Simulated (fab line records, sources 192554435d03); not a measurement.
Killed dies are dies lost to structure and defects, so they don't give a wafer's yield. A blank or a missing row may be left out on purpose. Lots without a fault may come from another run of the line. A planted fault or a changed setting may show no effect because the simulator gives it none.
One fault seen from 2 desks | flow n5_finfet | each desk has only its own numbers; what lay behind them comes last

THE TOOL OWNER'S DESK: krf_scanner-01
The tool's own readings at N5_MIM_BOT_LITHO_EXPOSE_05 (exposes mask MIM BOT): means of the sampled wafers that have a number, for each lot that ran on this tool. A lot is out of limits, marked OUT, if its mean lies more than 4 standard deviations from the usual mean; the brackets give that distance.
Columns: A = exposure_dose_mJ_cm2 at N5_MIM_BOT_LITHO_EXPOSE_05, usual 24.252
lot  | first seen here | A
L260 | day 12 15:18    | 24.267
L261 | day 12 23:53    | 24.219
L266 | day 13 19:23    | 24.246
L268 | day 14 23:38    | 24.273
L269 | day 15 01:01    | 24.249
L270 | day 15 03:26    | 24.245
L271 | day 15 15:58    | 24.223
L278 | day 17 04:54    | 24.971 (+30) OUT
L279 | day 17 09:37    | 24.956 (+29) OUT
This desk's finding: out of limits on L278, L279; first on L278, day 17 04:54 (exposure_dose_mJ_cm2 at N5_MIM_BOT_LITHO_EXPOSE_05). In limits: L260, L261, L266, L268, L269, L270, L271.

THE METROLOGY DESK
What the gauges read, lot by lot, whatever tool the lot ran on: means of the sampled wafers that have a number. A lot is out of limits, marked OUT, if its mean lies more than 4 standard deviations from the usual mean; the brackets give that distance.
Columns: A = cd_nm at N5_MIM_TOP_LITHO_CD_MEAS_08, usual 1998.5 nm; B = cd_nm at N5_MIM_BOT_LITHO_CD_MEAS_08, usual 3001.7 nm
lot  | first seen here | A      | B
L258 | day 12 03:48    | 1997.5 | 3002.6
L260 | day 12 14:25    | 1999.0 | 3002.0
L261 | day 12 23:04    | 1999.1 | 3000.5
L265 | day 13 17:59    | 1998.2 | 3002.6
L266 | day 13 18:25    | 1999.0 | 3002.0
L268 | day 14 22:51    | 1997.1 | 2999.4
L269 | day 15 00:04    | 1998.0 | 3000.9
L270 | day 15 02:44    | 1997.6 | 3002.1
L271 | day 15 15:16    | 1998.9 | 3003.6
L278 | day 17 04:07    | 1998.2 | 3007.3
L279 | day 17 09:03    | 2000.1 | 3006.3
This desk's finding: nothing out of limits on any of the 11 lots.

PUT TOGETHER
The tool owner's desk could have raised an alarm at day 17 04:54, on L278, L279.
The metrology desk saw nothing out of limits.
The metrology desk has L278, L279 on record, within its limits.
Of the lots named, all ran N5_MIM_BOT_LITHO_EXPOSE_05 on krf_scanner-01.

WHAT THE SIMULATOR HAD PUT IN
Process parameter drift: krf_scanner-01, from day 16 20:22 on, at N5_MIM_BOT_LITHO_EXPOSE_05. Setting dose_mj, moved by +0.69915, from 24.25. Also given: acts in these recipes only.
Lots struck among those shown: L278, L279.
Hours from the fault's start to each desk's first reading out of limits: the tool owner's desk, 9.
